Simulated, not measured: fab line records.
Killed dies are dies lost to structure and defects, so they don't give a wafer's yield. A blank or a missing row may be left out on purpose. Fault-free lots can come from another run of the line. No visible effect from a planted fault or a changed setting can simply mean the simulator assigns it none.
fab line records | flow nand_harc
[record] lots = 12 | wafers = 35 | last_day = 26
route steps=1159 shown A_SLIT@799 A_WL_FILL@814 END@1159
lots untouched by any fault: they come from a run of this same line in which no faults occurred
start_h: hours from the record's opening day to when the first of the lot's shown wafers began | wait_h: hours elapsed since this lot's preceding step | " repeats the value in the row above | L1.1+2: a row that stands for several wafers | - no value, or no start was given | * or withheld: withheld | < > ~ a bound
route shown NAME@n: a module of which the file shows steps, and the number in the route of the first | usual: the fault-free wafers' mean and standard deviation | same: alike in all rows | chamber/n: place in a boat | sites: the reading at each site | _std_site: how widely they spread, as a standard deviation | _edge_site: outer sites' mean less inner sites' | radius_mm: for every site, how far away it sits from the centre of the wafer | mask NAME#n: copy n | behind: tool/chamber where the wafer was last shaped | hold: cause of the lot's hold/its duration in hours/its outcome | device: names the non-switching transistor (n, p or np) | end of line: the same wafers' tests at the end of the route | a step without rows: its recipe alone | killed: not the wafer's yield, but the dies lost to structure and defects at the first sort | map: a wafer's dies, marking killed ones x, the rest . and places with no die _
set.NAME: the setting that was run; set.NAME@STEP: the one run at that earlier step | model.NAME: the simulator's own value behind a step, which no gauge read
a sample of lots followed through the steps of the route, with each step as a table and each wafer as a row
services: from which hour (start_h, from the record's first day; less than 0 if before it) a tool's chamber was out of use, for how many hours, and why
[[steps]]
[step NHARC_A_SLIT_ETCH_29]
[recipe] target_depth_a = 1000 | overetch_a = 100 | time_s = 55 | ion_energy_ev = 100 | cf4_flow_sccm = 80 | o2_flow_sccm = 20 | ar_flow_sccm = 0 | rf_w = 300 | bias_w = 100 | chemistry = CF4/O2
[usual] drypump_motor_current_A = 5.8/0.36 | oes_f_703_au = 1.000/0.0046 | oes_product_au = 1.000/0.015 | rf_vpp_V = 197.4/1.5 | showerhead_plenum_p_Torr = 1.32/0.064 | throttle_valve_pct = 13.397/0.01
lot.wafer | tool        | chamber | start_h | wait_h | drypump_motor_current_A | oes_f_703_au | oes_product_au | rf_hours_counter_h | rf_vpp_V | showerhead_plenum_p_Torr | throttle_valve_pct
L363.3    | rie_diel-10 | 3       | 326.02  | 0.1    | 5.5                     | 0.999        | 1.026          | 10                 | 199.0    | 1.43                     | 13.398
L363.1    | "           | 0       | "       | "      | 6.1                     | 0.997        | 1.010          | 10                 | 197.5    | 1.26                     | 13.400
L363.6    | "           | 2       | "       | "      | 6.0                     | 0.994        | 0.983          | -                  | 197.2    | 1.28                     | 13.410
L367.3    | rie_diel-10 | 1       | 342.22  | 0.1    | 5.7                     | 0.998        | 1.009          | 11                 | 197.6    | 1.31                     | 13.416
L367.1    | "           | 3       | "       | "      | 5.5                     | 0.997        | 1.030          | 12                 | 200.4    | 1.43                     | 13.388
L367.5    | "           | 0       | "       | "      | 6.1                     | 0.996        | 1.021          | -                  | 195.6    | 1.26                     | 13.408
L368.2    | rie_diel-10 | 2       | 345.45  | 0.1    | 6.0                     | 0.999        | 0.976          | 11                 | 196.3    | 1.28                     | 13.389
L368.3    | "           | 3       | "       | "      | 5.5                     | 1.005        | 1.020          | 12                 | 199.7    | 1.43                     | 13.395
L368.4    | "           | 0       | "       | "      | 6.1                     | 0.999        | 1.010          | 12                 | 195.3    | 1.26                     | 13.413
L371.3    | rie_diel-05 | 1       | 372.36  | 0.1    | 6.3                     | 0.994        | 1.015          | 2                  | 199.9    | 1.41                     | 13.404
L371.6    | "           | 2       | "       | "      | 6.3                     | 0.993        | 1.008          | -                  | 200.1    | 1.38                     | 13.380
L371.5    | "           | 3       | "       | "      | 5.0                     | 0.996        | 0.997          | -                  | 198.8    | 1.39                     | 13.410
L372.3    | rie_diel-06 | 2       | 385.72  | 0.1    | 5.6                     | 0.994        | 0.989          | 8                  | 197.1    | 1.34                     | 13.385
L372.1    | "           | 3       | "       | "      | 5.9                     | 0.996        | 1.007          | 8                  | 195.9    | 1.24                     | 13.390
L373.3    | rie_diel-10 | 0       | 386.25  | 0.1    | 6.0                     | 0.998        | 0.994          | 1                  | 194.5    | 1.26                     | 13.384
L373.1    | "           | 1       | "       | "      | 5.7                     | 0.996        | 0.985          | 1                  | 197.9    | 1.31                     | 13.403
L373.6    | "           | 2       | "       | "      | 6.0                     | 1.005        | 0.971          | -                  | 197.1    | 1.28                     | 13.371
L374.4    | rie_diel-06 | 2       | 398.20  | 0.1    | 5.6                     | 1.014        | 1.005          | 9                  | 199.0    | 1.34                     | 13.400
L374.3    | "           | 1       | "       | "      | 5.9                     | 1.005        | 0.994          | 9                  | 196.0    | 1.25                     | 13.370
L374.6    | "           | 2       | "       | "      | 5.6                     | 1.000        | 0.999          | -                  | 197.7    | 1.34                     | 13.381
L380.3    | rie_diel-05 | 2       | 425.23  | 0.1    | 6.3                     | 1.000        | 1.015          | 5                  | 197.7    | 1.38                     | 13.402
L380.4    | "           | 0       | "       | "      | 5.5                     | 0.996        | 1.016          | 6                  | 197.4    | 1.26                     | 13.407
L380.5    | "           | 3       | "       | "      | 5.0                     | 1.004        | 0.986          | -                  | 199.0    | 1.39                     | 13.405
L384.4    | rie_diel-10 | 0       | 446.97  | 0.1    | 6.0                     | 1.002        | 0.993          | 5                  | 195.8    | 1.26                     | 13.403
L384.1    | "           | 1       | "       | "      | 5.6                     | 1.006        | 0.994          | 4                  | 195.9    | 1.31                     | 13.415
L384.2    | "           | 2       | "       | "      | 6.0                     | 0.985        | 0.987          | 5                  | 195.9    | 1.28                     | 13.415
L382.4    | rie_diel-10 | 3       | 461.53  | 0.1    | 5.5                     | 1.000        | 1.012          | 6                  | 198.5    | 1.43                     | 13.395
L382.6    | "           | 1       | "       | "      | 5.6                     | 0.997        | 0.996          | -                  | 196.4    | 1.31                     | 13.403
L382.5    | "           | 2       | "       | "      | 6.0                     | 0.998        | 0.979          | -                  | 197.9    | 1.28                     | 13.392
L385.3    | rie_diel-10 | 1       | 465.95  | 0.1    | 5.7                     | 1.003        | 0.988          | 6                  | 196.5    | 1.31                     | 13.412
L385.5    | "           | 0       | "       | "      | 6.0                     | 1.001        | 0.977          | -                  | 194.8    | 1.26                     | 13.396
L385.6    | "           | 1       | "       | "      | 5.7                     | 0.996        | 0.994          | -                  | 198.2    | 1.31                     | 13.386
L386.1    | rie_diel-05 | 0       | 480.45  | 0.1    | 5.5                     | 1.006        | 1.016          | 10                 | 196.1    | 1.26                     | 13.401
L386.2    | "           | 2       | "       | "      | 6.3                     | 1.003        | 1.021          | 7                  | 199.2    | 1.38                     | 13.395
L386.6    | "           | 1       | "       | "      | 6.3                     | 0.998        | 0.997          | -                  | 198.2    | 1.41                     | 13.397
[step NHARC_A_SLIT_STRIP_18]
[recipe] o2_flow_sccm = 500 | ar_flow_sccm = 0 | bias_w = 0 | chemistry = O2
[usual] drypump_motor_current_A = 5.9/0.34 | oes_product_au = 0.999/0.014 | rf_vpp_V = 57.7/0.88 | showerhead_plenum_p_Torr = 3.49/0.17 | throttle_valve_pct = 17.038/0.0091
lot.wafer | tool        | chamber | start_h | wait_h | drypump_motor_current_A | oes_product_au | rf_hours_counter_h | rf_vpp_V | showerhead_plenum_p_Torr | throttle_valve_pct
L363.1    | rie_diel-10 | 2       | -       | -      | 6.0                     | 0.984          | 10                 | 57.6     | 3.39                     | 17.034
L363.3    | "           | 0       | "       | "      | 6.0                     | 1.014          | 10                 | 58.7     | 3.34                     | 17.026
L363.6    | "           | 2       | "       | "      | 6.0                     | 0.983          | -                  | 58.5     | 3.39                     | 17.055
L367.1    | rie_diel-10 | 3       | -       | -      | 5.4                     | 1.013          | 12                 | 58.9     | 3.76                     | 17.045
L367.3    | "           | 1       | "       | "      | 5.7                     | 1.012          | 11                 | 57.9     | 3.46                     | 17.041
L367.5    | "           | 2       | "       | "      | 6.1                     | 0.980          | -                  | 58.9     | 3.39                     | 17.034
L368.3    | rie_diel-10 | 3       | -       | -      | 5.5                     | 1.013          | 12                 | 58.9     | 3.76                     | 17.030
L368.4    | "           | 0       | "       | "      | 6.1                     | 1.002          | 12                 | 57.3     | 3.33                     | 17.053
L368.2    | "           | 1       | "       | "      | 5.7                     | 1.004          | 11                 | 57.0     | 3.46                     | 17.038
L371.3    | rie_diel-05 | 3       | -       | -      | 5.0                     | 0.996          | 2                  | 58.1     | 3.67                     | 17.043
L371.6    | "           | 0       | "       | "      | 5.6                     | 1.012          | -                  | 57.6     | 3.34                     | 17.054
L371.5    | "           | 1       | "       | "      | 6.3                     | 1.024          | -                  | 57.9     | 3.72                     | 17.031
L372.3    | rie_diel-06 | 1       | -       | -      | 6.0                     | 0.999          | 8                  | 57.8     | 3.31                     | 17.034
L372.1    | "           | 3       | "       | "      | 6.0                     | 1.006          | 8                  | 57.7     | 3.30                     | 17.039
L373.3    | rie_diel-10 | 3       | -       | -      | 5.5                     | 0.991          | 1                  | 57.9     | 3.76                     | 17.042
L373.1    | "           | 0       | "       | "      | 6.1                     | 0.989          | 1                  | 55.3     | 3.33                     | 17.043
L373.6    | "           | 3       | "       | "      | 5.5                     | 0.998          | -                  | 58.1     | 3.76                     | 17.053
L374.3    | rie_diel-06 | 3       | -       | -      | 6.0                     | 1.011          | 9                  | 57.0     | 3.30                     | 17.045
L374.4    | "           | 2       | "       | "      | 5.6                     | 0.999          | 9                  | 58.0     | 3.53                     | 17.031
L374.6    | "           | 0       | "       | "      | 6.5                     | 0.987          | -                  | 58.8     | 3.58                     | 17.036
L380.4    | rie_diel-05 | 3       | -       | -      | 5.0                     | 1.002          | 5                  | 58.3     | 3.67                     | 17.032
L380.3    | "           | 0       | "       | "      | 5.6                     | 1.018          | 6                  | 57.0     | 3.34                     | 17.034
L380.5    | "           | 1       | "       | "      | 6.3                     | 1.018          | -                  | 57.3     | 3.71                     | 17.025
L384.2    | rie_diel-10 | 0       | -       | -      | 6.1                     | 0.989          | 5                  | 58.0     | 3.33                     | 17.040
L384.4    | "           | 1       | "       | "      | 5.7                     | 0.995          | 5                  | 57.6     | 3.46                     | 17.036
L384.1    | "           | 2       | "       | "      | 6.0                     | 0.974          | 5                  | 55.1     | 3.39                     | 17.033
L382.4    | rie_diel-10 | 2       | -       | -      | 6.0                     | 0.993          | 6                  | 58.2     | 3.39                     | 17.036
L382.5    | "           | 1       | "       | "      | 5.7                     | 0.999          | -                  | 57.3     | 3.46                     | 17.036
L382.6    | "           | 2       | "       | "      | 6.0                     | 0.987          | -                  | 57.4     | 3.39                     | 17.035
L385.3    | rie_diel-10 | 3       | -       | -      | 5.5                     | 1.006          | 7                  | 57.9     | 3.76                     | 17.030
L385.6    | "           | 0       | "       | "      | 6.1                     | 0.985          | -                  | 57.1     | 3.33                     | 17.024
L385.5    | "           | 1       | "       | "      | 5.7                     | 0.989          | -                  | 56.2     | 3.46                     | 17.041
L386.2    | rie_diel-05 | 1       | -       | -      | 6.3                     | 0.995          | 9                  | 59.6     | 3.71                     | 17.023
L386.1    | "           | 0       | "       | "      | 5.6                     | 1.016          | 10                 | 58.7     | 3.34                     | 17.031
L386.6    | "           | 2       | "       | "      | 6.3                     | 1.016          | -                  | 56.1     | 3.64                     | 17.034
[step NHARC_A_WL_FILL_ETCHBACK_04]
[recipe] target_depth_a = 600 | time_s = 120 | chemistry = NF3
[usual] drypump_motor_current_A = 5.3/0.33 | oes_product_au = 0.999/0.01 | run_length_s = 141.1/0.45
lot.wafer | tool         | chamber | start_h | wait_h | drypump_motor_current_A | oes_product_au | rf_hours_counter_h | run_length_s
L363.1    | rie_metal-03 | 1       | 339.73  | 2.4    | 4.9                     | 0.991          | 1.0                | 140.9
L363.3    | "            | 1       | "       | "      | 4.9                     | 0.997          | -                  | 141.0
L363.6    | "            | 0       | "       | "      | 5.5                     | 1.000          | -                  | 141.3
L367.1    | rie_metal-01 | 0       | 359.09  | 2.9    | 5.0                     | 0.997          | 0.7                | 141.2
L367.3    | "            | 0       | "       | "      | 5.0                     | 1.004          | -                  | 141.3
L367.5    | "            | 0       | "       | "      | 5.0                     | 0.994          | -                  | 141.7
L368.2    | rie_metal-03 | 1       | 361.84  | 2.9    | 4.9                     | 0.987          | 2.4                | 140.6
L368.4    | "            | 0       | "       | "      | 5.6                     | 0.993          | -                  | 141.1
L368.3    | "            | 1       | "       | "      | 4.9                     | 0.987          | -                  | 140.8
L371.3    | rie_metal-03 | 1       | 389.54  | 1.5    | 4.9                     | 1.002          | -                  | 141.0
L371.6    | "            | 0       | "       | "      | 5.5                     | 1.002          | -                  | 141.1
L371.5    | "            | 1       | "       | "      | 4.9                     | 1.005          | -                  | 141.4
L373.1    | rie_metal-03 | 1       | 399.42  | 2.9    | 4.9                     | 1.000          | 3.0                | 91.1
L373.3    | "            | 1       | "       | "      | 4.9                     | 0.989          | -                  | 91.3
L373.6    | "            | 0       | "       | "      | 5.5                     | 1.007          | -                  | 141.1
L372.1    | rie_metal-03 | 1       | 402.24  | 2.9    | 4.9                     | 0.995          | 3.3                | 91.2
L372.3    | "            | 0       | "       | "      | 5.5                     | 1.007          | -                  | 91.6
L374.3    | rie_metal-03 | 0       | 415.68  | 2.0    | 5.5                     | 1.003          | -                  | 91.4
L374.4    | "            | 1       | "       | "      | 4.9                     | 0.987          | -                  | 141.3
L374.6    | "            | 1       | "       | "      | 4.9                     | 0.982          | -                  | 140.8
L380.3    | rie_metal-02 | 0       | 439.99  | 1.5    | 5.5                     | 0.996          | -                  | 140.4
L380.4    | "            | 1       | "       | "      | 5.8                     | 1.003          | -                  | 141.7
L380.5    | "            | 1       | "       | "      | 5.8                     | 1.003          | -                  | 141.1
L384.1    | rie_metal-02 | 0       | 459.69  | 2.4    | 5.5                     | 0.993          | 1.8                | 140.6
L384.2    | "            | 1       | "       | "      | 5.8                     | 1.005          | 1.8                | 141.2
L384.4    | "            | 1       | "       | "      | 5.8                     | 1.016          | -                  | 142.0
L382.4    | rie_metal-03 | 0       | 478.53  | 2.5    | 5.5                     | 1.003          | -                  | 140.8
L382.5    | "            | 1       | "       | "      | 4.9                     | 0.978          | -                  | 141.0
L382.6    | "            | 0       | "       | "      | 5.5                     | 1.005          | -                  | 140.8
L385.3    | rie_metal-01 | 0       | 478.81  | 2.0    | 5.0                     | 0.981          | -                  | 141.8
L385.6    | "            | 0       | "       | "      | 5.0                     | 0.987          | -                  | 141.0
L385.5    | "            | 1       | "       | "      | 5.1                     | 1.011          | -                  | 141.6
L386.1    | rie_metal-02 | 1       | 494.20  | 2.9    | 5.7                     | 1.008          | 2.1                | 141.3
L386.2    | "            | 0       | "       | "      | 5.6                     | 0.997          | 2.1                | 140.6
L386.6    | "            | 0       | "       | "      | 5.6                     | 1.000          | -                  | 140.5
[step NHARC_A_WL_FILL_ETCHBACK_16]
[recipe] target_depth_a = 880 | time_s = 17.6 | c4f8_flow_sccm = withheld | o2_flow_sccm = 8 | ar_flow_sccm = withheld | rf_w = 600 | bias_w = 800 | chemistry = C4F8/O2/Ar
[usual] oes_product_au = 0.982/0.029 | rf_vpp_V = 724/4 | run_length_s = 38.9/0.47
lot.wafer | tool        | chamber | start_h | wait_h | oes_product_au | rf_hours_counter_h | rf_vpp_V | run_length_s
L363.1    | rie_diel-02 | 3       | -       | -      | 0.976          | 0.7                | 718      | 38.3
L363.3    | "           | 2       | "       | "      | 0.985          | 0.6                | 724      | 38.5
L363.6    | "           | 0       | "       | "      | 0.992          | -                  | 725      | 39.3
L367.3    | rie_diel-09 | 1       | -       | -      | 0.979          | 6.9                | 726      | 38.1
L367.1    | "           | 2       | "       | "      | 0.967          | 7.1                | 728      | 38.8
L367.5    | "           | 2       | "       | "      | 0.971          | -                  | 729      | 38.9
L368.4    | rie_diel-09 | 3       | -       | -      | 1.004          | 7.3                | 728      | 38.8
L368.2    | "           | 0       | "       | "      | 0.975          | 7.2                | 727      | 39.0
L368.3    | "           | 2       | "       | "      | 0.985          | 7.2                | 729      | 38.8
L371.3    | rie_diel-02 | 2       | -       | -      | 0.978          | 1.5                | 722      | 38.5
L371.6    | "           | 2       | "       | "      | 0.968          | -                  | 722      | 38.8
L371.5    | "           | 3       | "       | "      | 0.984          | -                  | 717      | 38.1
L373.1    | rie_diel-03 | 0       | -       | -      | 1.014          | 0.4                | 723      | 38.7
L373.3    | "           | 3       | "       | "      | 1.000          | 0.4                | 725      | 38.7
L373.6    | "           | 1       | "       | "      | 1.004          | -                  | 729      | 39.9
L372.1    | rie_diel-03 | 1       | -       | -      | 1.011          | 0.5                | 728      | 39.3
L372.3    | "           | 2       | "       | "      | 1.028          | 0.5                | 718      | 38.7
L374.4    | rie_diel-03 | 2       | -       | -      | 0.948          | 1.1                | 717      | 38.5
L374.3    | "           | 3       | "       | "      | 0.924          | 1.0                | 725      | 38.9
L374.6    | "           | 0       | "       | "      | 0.933          | -                  | 724      | 38.6
L380.4    | rie_diel-03 | 3       | -       | -      | 1.005          | -                  | 724      | 39.3
L380.3    | "           | 1       | "       | "      | 1.008          | -                  | 728      | 39.3
L380.5    | "           | 3       | "       | "      | 1.011          | -                  | 724      | 39.3
L384.4    | rie_diel-09 | 2       | -       | -      | 0.966          | 2.7                | 728      | 38.8
L384.2    | "           | 0       | "       | "      | 0.989          | 2.9                | 727      | 39.6
L384.1    | "           | 1       | "       | "      | 0.995          | 2.7                | 726      | 38.3
L382.4    | rie_diel-02 | 3       | -       | -      | 0.944          | 4.2                | 719      | 38.5
L382.5    | "           | 0       | "       | "      | 0.963          | -                  | 726      | 39.6
L382.6    | "           | 1       | "       | "      | 0.977          | -                  | 721      | 39.4
L385.3    | rie_diel-02 | 1       | -       | -      | 1.004          | 3.6                | 719      | 39.0
L385.5    | "           | 3       | "       | "      | 0.957          | -                  | 717      | 37.9
L385.6    | "           | 0       | "       | "      | 0.972          | -                  | 725      | 39.8
L386.2    | rie_diel-09 | 2       | -       | -      | 0.988          | 4.7                | 728      | 38.9
L386.1    | "           | 1       | "       | "      | 0.982          | 4.7                | 726      | 38.8
L386.6    | "           | 3       | "       | "      | 1.005          | -                  | 729      | 39.0
[step NHARC_END_SORT_01]
[recipe] temp_c = 25
[usual] killed_at_array = 27/12 | killed_at_other = 0.9/1.1 | killed_at_periphery = 3.2/2.4 | killed_dies = 31/12 | killed_open = 3.3/1.7 | killed_short = 2.0/1.6
[same] gross_dies = 677
lot.wafer | tool      | chamber | start_h | wait_h | killed_at_array | killed_at_other | killed_at_periphery | killed_dies | killed_open | killed_short
L373.1    | prober-02 | 0       | 571.25  | 2.5    | 671             | 1               | 5                   | 677         | 6           | 6
L373.3    | prober-02 | 0       | 572.85  | 3.1    | 674             | 1               | 2                   | 677         | 1           | 1
L373.6    | prober-02 | 0       | 575.24  | 4.0    | 41              | 4               | 9                   | 54          | 7           | 3
L372.1    | prober-01 | 0       | 571.41  | 2.5    | 672             | 1               | 4                   | 677         | 2           | 1
L372.3    | prober-01 | 0       | 572.98  | 3.1    | 670             | 1               | 6                   | 677         | 6           | 1
L374.3    | prober-02 | 0       | 580.63  | 3.1    | 676             | 0               | 1                   | 677         | 1           | 4
L374.4    | prober-02 | 0       | 581.44  | 3.4    | 41              | 1               | 5                   | 47          | 5           | 2
L374.6    | prober-02 | 0       | 583.05  | 4.0    | 47              | 3               | 4                   | 54          | 5           | 2
// killed by level:class
L373.1 A_WL_FILL:area_etchback=620 A_CHANNEL_HOLE_D1:chamber_film_flake=18 A_SLIT:chamber_film_flake=16 P_ZERO_WELL:chamber_film_flake=3 A_WL_FILL:chamber_film_flake=3 P_CONTACT:geometric_particle:open=2 A_ONON_D1:geometric_particle:short=2 A_WL_FILL:geometric_particle:short=2
L372.1 A_WL_FILL:area_etchback=653 A_CHANNEL_HOLE_D1:chamber_film_flake=12 P_STI:chamber_film_flake=2 A_STAIRCASE:chamber_film_flake=2 P_M0:geometric_particle:open=1 A_SLIT:geometric_particle:open=1 A_CONTACT:geometric_particle:short=1 P_ZERO_WELL:chamber_film_flake=1
L373.3 A_WL_FILL:area_etchback=639 A_CHANNEL_HOLE_D1:chamber_film_flake=19 A_SLIT:chamber_film_flake=10 A_CONTACT:chamber_film_flake=5 P_GATE:geometric_particle:open=1 A_CHANNEL_FILL_D1:geometric_particle:short=1 P_ZERO_WELL:chamber_film_flake=1 HYBRID_BOND:chamber_film_flake=1
L372.3 A_WL_FILL:area_etchback=648 A_CHANNEL_HOLE_D1:chamber_film_flake=16 P_CONTACT:geometric_particle:open=2 P_M0:geometric_particle:open=2 P_STI:chamber_film_flake=2 A_ZERO_WELL:chamber_film_flake=2 A_CONTACT:chamber_film_flake=2 A_CHANNEL_FILL_D1:geometric_particle:short=1
L373.6 A_CHANNEL_HOLE_D1:chamber_film_flake=14 A_SLIT:chamber_film_flake=12 P_ZERO_WELL:chamber_film_flake=8 A_CONTACT:chamber_film_flake=4 THIN_TSV:chamber_film_flake=4 A_SGD_CUT:geometric_particle:open=2 A_WL_FILL:geometric_particle:open=2 A_STAIRCASE:chamber_film_flake=2
L374.3 A_WL_FILL:area_etchback=635 A_CHANNEL_HOLE_D1:chamber_film_flake=17 A_SLIT:chamber_film_flake=14 A_CONTACT:chamber_film_flake=2 A_ONON_D1:geometric_particle:short=1 A_SGD_CUT:geometric_particle:short=1 A_WL_FILL:geometric_particle:open=1 A_WL_FILL:geometric_particle:short=1
L374.4 A_CHANNEL_HOLE_D1:chamber_film_flake=18 A_SLIT:chamber_film_flake=13 A_CONTACT:geometric_particle:open=2 A_CHANNEL_FILL_D1:chamber_film_flake=2 A_CONTACT:chamber_film_flake=2 P_GATE:geometric_particle:open=1 A_ONON_D1:geometric_particle:open=1 A_ONON_D1:geometric_particle:short=1
L374.6 A_CHANNEL_HOLE_D1:chamber_film_flake=18 A_SLIT:chamber_film_flake=16 A_STAIRCASE:chamber_film_flake=5 A_CONTACT:chamber_film_flake=3 A_M1:geometric_particle:open=2 P_M2:chamber_film_flake=2 P_M0:geometric_particle:open=1 A_CHANNEL_FILL_D1:geometric_particle:open=1
[[services]]
tool         | chamber | start_h | hours | kind
rie_diel-02  | 3       | 315.00  | 6.4   | repair
rie_diel-02  | -       | 327.70  | 9.0   | pm
rie_diel-03  | 0       | 329.59  | 14.0  | repair
rie_diel-05  | -       | 340.60  | 9.0   | pm
rie_diel-10  | -       | 353.50  | 9.0   | pm
rie_diel-03  | -       | 392.32  | 9.0   | pm
rie_metal-03 | -       | 398.09  | 0.3   | repair
rie_diel-06  | -       | 401.28  | 1.2   | repair
rie_diel-05  | 3       | 404.91  | 5.2   | repair
rie_diel-02  | 1       | 416.58  | 14.9  | repair
rie_diel-05  | 2       | 416.88  | 2.6   | repair
rie_diel-05  | 1       | 418.84  | 2.9   | repair
rie_diel-02  | 2       | 425.58  | 5.9   | repair
rie_diel-02  | 0       | 430.15  | 9.7   | repair
rie_diel-09  | -       | 431.15  | 9.0   | pm
rie_diel-05  | 2       | 449.90  | 18.6  | repair
rie_diel-03  | 2       | 450.63  | 8.1   | repair
rie_diel-03  | 0       | 451.54  | 5.3   | repair
rie_metal-03 | -       | 453.00  | 9.0   | pm
rie_diel-09  | 1       | 483.01  | 1.3   | repair
rie_diel-03  | 0       | 491.86  | 3.4   | repair
rie_diel-05  | 2       | 492.54  | 1.3   | repair
rie_diel-02  | 2       | 501.23  | 6.0   | repair
rie_diel-02  | -       | 504.70  | 9.0   | pm
[[key]]
[first_sign] step = NHARC_A_WL_FILL_ETCHBACK_04 | reading = run_length_s | direction = down | sigmas = 99+ | usual = * | struck = *
[effect] step = NHARC_END_SORT_01 | reading = killed_dies | direction = up | sigmas = 56 | usual = 31 | struck = 677
[more_kills_born_at] NHARC_A_WL_FILL_ETCHBACK_04@rie_metal-03 = 3195
met_at NHARC_A_WL_FILL_ETCHBACK_04
struck_lots L372,L373,L374
struck_wafers L372.1,L372.3,L373.1,L373.3,L374.3
later_rows_left_out L372.1,L372.3,L373.1,L373.3,L374.3
tester_left_out L372,L373,L374
not_acting_at NHARC_A_SLIT_ETCH_29,NHARC_A_SLIT_STRIP_18,NHARC_A_WL_FILL_ETCHBACK_16
onset_between 389.54 399.42
[fault] kind = process_parameter_drift | tool = rie_metal-03 | chamber = - | onset_h = 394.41 | steps = NHARC_A_WL_FILL_ETCHBACK_04 | channel = time_s | offset = * | shape = step | end_h = 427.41 | scope = struck_wafers_only | acts_in = * | stated = *
// tester_left_out: of these lots the tester's yield and bins aren't shown, on N5 and GAA mostly nor the transistor test; their killed dies are dies lost to structure and defects alone, not to doping, threshold or leakage, so they don't give the yield
// later_rows_left_out: the simulator's readings of these wafers behind a module that went badly wrong aren't trusted and aren't shown, but for the sort
